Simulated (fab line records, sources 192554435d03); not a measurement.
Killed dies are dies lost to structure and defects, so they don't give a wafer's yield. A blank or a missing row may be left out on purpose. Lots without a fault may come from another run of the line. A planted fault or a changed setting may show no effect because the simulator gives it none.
Split-lot experiment | flow n5_finfet | 7 lots, 21 wafers read, on a route of 1938 steps

THE SPLIT
At N5_SDB_COAT_04 (time 60 s, resist thk 18 nm), the setting spin_rpm was moved away from the recipe's 1500 rpm on 8 of the 21 wafers read, by -9.5% to +10.8%. The other wafers ran this setting at the recipe's value.

FROM THE SPLIT TO THE READING: what the file shows between them, 3 steps
- N5_SDB_COAT_05: resist thk 90 nm
- N5_SDB_EBR_07
- N5_SDB_DESCUM_16: chemistry O2, time 7.9 s

THE READING
etch.depth_nm (the simulator's own value, which no gauge read), in nm, at N5_SDB_ETCH_17 (etches SiARC in CF4, target depth 23.4 nm, time 39 s). The file gives no usual value for it. The 13 wafers here that ran the recipe average 17.99 nm, standard deviation 0.06 nm.

wafer  | tool, chamber at the split | spin_rpm as run, rpm | against the recipe | etch.depth_nm, nm | against lot-mates on the recipe
L074.2 | litho_track-05, 0          | 1500                 | recipe             | 17.98             | -
L074.4 | litho_track-05, 0          | 1636                 | +9.1%              | 17.26             | -0.72
L074.5 | litho_track-05, 0          | 1636                 | +9.1%              | 17.2              | -0.78
L079.1 | litho_track-04, 0          | 1575                 | +5.0%              | 17.68             | -0.41
L079.2 | litho_track-04, 0          | 1500                 | recipe             | 18.08             | -
L079.5 | litho_track-04, 0          | 1500                 | recipe             | 18.11             | -
L084.4 | litho_track-02, 0          | 1500                 | recipe             | 17.96             | -
L084.5 | litho_track-02, 0          | 1500                 | recipe             | 17.93             | -
L084.6 | litho_track-02, 0          | 1500                 | recipe             | 17.95             | -
L086.4 | litho_track-04, 0          | 1662                 | +10.8%             | 17.14             | -0.90
L086.5 | litho_track-04, 0          | 1662                 | +10.8%             | 17.18             | -0.86
L086.6 | litho_track-04, 0          | 1500                 | recipe             | 18.04             | -
L089.3 | litho_track-05, 0          | 1386                 | -7.6%              | 18.8              | +0.75
L089.4 | litho_track-05, 0          | 1500                 | recipe             | 18.05             | -
L089.6 | litho_track-05, 0          | 1386                 | -7.6%              | 18.77             | +0.72
L093.1 | litho_track-05, 0          | 1500                 | recipe             | 17.95             | -
L093.4 | litho_track-05, 0          | 1500                 | recipe             | 18.02             | -
L093.5 | litho_track-05, 0          | 1500                 | recipe             | 17.91             | -
L096.1 | litho_track-05, 0          | 1500                 | recipe             | 17.95             | -
L096.2 | litho_track-05, 0          | 1500                 | recipe             | 17.95             | -
L096.6 | litho_track-05, 0          | 1357                 | -9.5%              | 18.89             | +0.94

THE FIT
A straight line over all 21 wafers: etch.depth_nm changes by -0.0868 nm for each +1% of spin_rpm; r = -0.99; the points scatter about the line by 0.074 nm.
The same after taking each lot's own level away (the mean of its wafers on the recipe; 21 wafers): -0.0879 nm for each +1%; r = -1.00; scatter 0.041 nm.
On that fit, the largest move of spin_rpm shifts the reading by 0.95 nm.
The lots' own levels span 17.947 to 18.095 nm, that is 2.5 times the standard deviation above.
So the lot-to-lot level changes the slope little: the two slopes agree.
Check: with one of the wafers moved furthest among these (+10.8%) left out of the fit, the line predicts -0.932 nm for it against its lot-mates. It came out at -0.9 nm against them.

THE WHOLE CHAIN: every reading that the file lists as answering this split, in the file's order
step           | what it does                                         | reading                                                                        | change (the file's fit)                | r (the file's)
N5_SDB_COAT_04 | time 60 s, resist thk 18 nm                          | SiARC_of_SDB_COAT_04.thk_nm (the simulator's own value, which no gauge read)   | -0.0862 nm for each +1% of the setting | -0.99
N5_SDB_ETCH_17 | etches SiARC in CF4, target depth 23.4 nm, time 39 s | CAR-ArF_of_SDB_COAT_05.thk_nm (the simulator's own value, which no gauge read) | +0.0923 nm for each +1% of the setting | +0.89
N5_SDB_ETCH_17 | etches SiARC in CF4, target depth 23.4 nm, time 39 s | etch.depth_nm (the simulator's own value, which no gauge read)                 | -0.0885 nm for each +1% of the setting | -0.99

THE FILE'S OWN FIT
etch.depth_nm changes by -0.0885 nm for each +1% of spin_rpm, r = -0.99.
